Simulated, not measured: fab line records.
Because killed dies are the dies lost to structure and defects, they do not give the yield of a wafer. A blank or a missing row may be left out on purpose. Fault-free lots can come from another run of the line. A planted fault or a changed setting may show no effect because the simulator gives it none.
Which tool is to blame? / flow nand-harc / 18 wafers from 6 lots sampled at 5 of the route's 1302 steps

== WHAT EACH GAUGE READ, for each wafer ==
NHARC_END_SORT_01.
lot=L928; measured=day 30 05:06; on=prober-02; killed-at-array=670 44 43
lot=L931; measured=day 31 21:11; on=prober-02; killed-at-array=77 103 96

== TOOL THAT RAN EACH LOT (tool first, then ch and the chambers of the sampled wafers, then the start) ==
lot=L914; NHARC_A_M0_PVD_21=pvd-sputter-02, day 23 03:54; NHARC_THIN_TSV_PVD_19=pvd-sputter-03, day 24 05:19 or earlier; NHARC_THIN_TSV_DEGAS_53=pvd-sputter-02, day 24 05:19; NHARC_THIN_TSV_ETCH_36=rie-metal-01 ch 0,1, day 24 07:01
lot=L919; NHARC_A_M0_PVD_21=pvd-sputter-01, day 25 02:55; NHARC_THIN_TSV_PVD_19=pvd-sputter-01, day 26 08:04 or earlier; NHARC_THIN_TSV_DEGAS_53=pvd-sputter-03, day 26 08:04; NHARC_THIN_TSV_ETCH_36=rie-metal-02 ch 0,1, day 26 09:38
lot=L922; NHARC_A_M0_PVD_21=pvd-sputter-03, day 26 15:48; NHARC_THIN_TSV_PVD_19=pvd-sputter-01, day 27 18:44 or earlier; NHARC_THIN_TSV_DEGAS_53=pvd-sputter-01, day 27 18:44; NHARC_THIN_TSV_ETCH_36=rie-metal-01 ch 0,1, day 27 20:26
lot=L928; NHARC_A_M0_PVD_21=pvd-sputter-01, day 28 15:50; NHARC_THIN_TSV_PVD_19=pvd-sputter-03, day 29 19:02 or earlier; NHARC_THIN_TSV_DEGAS_53=pvd-sputter-02, day 29 19:02; NHARC_THIN_TSV_ETCH_36=rie-metal-02 ch 0,1, day 29 20:36
lot=L931; NHARC_A_M0_PVD_21=pvd-sputter-03, day 30 02:35; NHARC_THIN_TSV_PVD_19=pvd-sputter-01, day 31 10:21 or earlier; NHARC_THIN_TSV_DEGAS_53=pvd-sputter-02, day 31 10:21; NHARC_THIN_TSV_ETCH_36=rie-metal-02 ch 0,1, day 31 12:04
lot=L936; NHARC_A_M0_PVD_21=pvd-sputter-03, day 31 10:47; NHARC_THIN_TSV_PVD_19=pvd-sputter-03, day 32 19:10 or earlier; NHARC_THIN_TSV_DEGAS_53=pvd-sputter-02, day 32 19:10; NHARC_THIN_TSV_ETCH_36=rie-metal-02 ch 0,1, day 32 20:44
- NHARC_A_M0_PVD_21: deposits Cu, target thk 30 nm, time 20.49 s.
- NHARC_THIN_TSV_PVD_19: deposits TaN, target thk 20 nm.
- NHARC_THIN_TSV_DEGAS_53: time 60 s.
- NHARC_THIN_TSV_ETCH_36: etches the open film in Cl2/BCl3, target depth 65 nm, time 18.571 s.

== THE ANSWER, worked out from the rows above alone ==
Rule: usual is defined by the lots themselves. Put in order of their means at a reading, lots are off if they are a third of the lots or fewer, leave a main group of 4 or more, and stand apart from it by a gap of 3 or more times the standard deviation of the main group's means; of several such gaps the widest counts. Not used: any main group whose means are identical at the precision the tables above print for the reading. Also off: a lot with no number at a reading for which 4 or more lots have one. Where the step has rows for the other lots, those lots are counted as sound.
No lot is off at any reading shown: from this, nothing can be told.

== WHAT WAS PUT IN BY THE SIMULATOR ==
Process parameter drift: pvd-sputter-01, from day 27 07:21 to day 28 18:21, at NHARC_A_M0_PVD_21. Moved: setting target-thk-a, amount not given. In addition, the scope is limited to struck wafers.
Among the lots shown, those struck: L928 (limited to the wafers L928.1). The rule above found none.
